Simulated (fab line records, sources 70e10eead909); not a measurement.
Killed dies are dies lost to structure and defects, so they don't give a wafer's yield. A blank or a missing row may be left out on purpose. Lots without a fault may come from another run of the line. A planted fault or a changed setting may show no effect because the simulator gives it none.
Which tool did it? | flow nand_harc | 11 lots, 33 wafers sampled, at 1 step of a route of 1302

WHAT THE GAUGES READ, wafer by wafer
NHARC_P_M1_INSPECT_27.
lot  | measured     | on                | raw_defect_count
L543 | day 7 19:36  | defect_inspect-02 | 404 275 253
L546 | day 9 04:02  | defect_inspect-01 | 327 239 274
L551 | day 11 10:55 | defect_inspect-02 | 162 263 224
L554 | day 12 17:26 | defect_inspect-01 | 230 309 170
L555 | day 13 05:00 | defect_inspect-02 | 205 255 313
L556 | day 13 06:59 | defect_inspect-02 | 345 354 200
L557 | day 13 21:41 | defect_inspect-02 | 350 243 330
L558 | day 14 06:05 | defect_inspect-01 | 232 161 187
L559 | day 14 20:02 | defect_inspect-02 | 165 305 184
L561 | day 15 07:56 | defect_inspect-02 | 89 226 232
L562 | day 15 19:37 | defect_inspect-02 | 374 357 229

WHICH TOOL RAN EACH LOT (tool, then ch and the chambers of the sampled wafers, then the start)
The record holds no process step before these readings.

THE ANSWER, worked out from the rows above alone
Rule: what is usual is taken from the lots themselves. Put in order of their means at a reading, lots are off if they are a third of the lots or fewer, leave a main group of 4 or more, and stand apart from it by a gap of 3 or more times the standard deviation of the main group's means; of several such gaps the widest counts. A main group whose means are all the same, to the digits that the tables above print for the reading, isn't used. A lot without any number at a reading at which 4 lots or more have one is off too. The other lots that the step has rows for count as sound.
No lot is off at any reading shown: from this, nothing can be told.

WHAT THE SIMULATOR HAD PUT IN
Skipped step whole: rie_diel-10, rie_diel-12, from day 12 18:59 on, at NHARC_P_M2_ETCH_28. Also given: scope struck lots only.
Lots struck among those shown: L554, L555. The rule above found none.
